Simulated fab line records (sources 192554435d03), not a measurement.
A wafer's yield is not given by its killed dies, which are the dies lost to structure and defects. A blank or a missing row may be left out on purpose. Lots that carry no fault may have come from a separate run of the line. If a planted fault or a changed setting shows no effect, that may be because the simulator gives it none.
Matching of chambers / flow n5Finfet / rieSi-03 running N5_FIN_CUT_CUT_ETCH_28: 4 sister chambers
The step etches Si in HBr/Cl2/O2, target depth 6 nm, time 2.4 s. 4 wafers are shown with their chamber, then 6 later ones without.

## WAFERS PAIRED WITH THEIR CHAMBERS
wafer=L517.5; chamber=0; throttleValvePct (%)=37.14
wafer=L520.2; chamber=1; throttleValvePct (%)=37.37
wafer=L520.3; chamber=2; throttleValvePct (%)=37.11
wafer=L520.6; chamber=3; throttleValvePct (%)=36.94

## WAFERS WHOSE CHAMBER IS MISSING
wafer=L522.2; throttleValvePct (%)=37.12
wafer=L522.5; throttleValvePct (%)=37.38
wafer=L522.6; throttleValvePct (%)=37.15
wafer=L534.3; throttleValvePct (%)=37.38
wafer=L534.5; throttleValvePct (%)=37.15
wafer=L534.6; throttleValvePct (%)=36.93

## CHAMBER TAKEN BY EACH
wafer=L522.2; from the rows above=can't be placed: 2 or 0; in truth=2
wafer=L522.5; from the rows above=1; in truth=1
wafer=L522.6; from the rows above=0; in truth=0
wafer=L534.3; from the rows above=1; in truth=1
wafer=L534.5; from the rows above=0; in truth=0
wafer=L534.6; from the rows above=3; in truth=3
Correct placement for 5 of the 6. Can't be placed from these rows: 1 (the true chamber is among the candidates in 1). Placed wrongly: 0.
How it was worked out, from the rows above alone: a wafer's distance from a chamber is the root of the sum, over the readings, of the square of ((its reading less the chamber's mean) divided by the reading's scatter). If the next closest chamber is less than 2 further off than the closest, the wafer can't be placed; otherwise it belongs to the closest. The mean given for a chamber averages the wafers shown for that chamber. The scatter (one wafer shown for each chamber): square how far every hidden wafer sits from the nearest shown wafer, average those squares and take the square root.
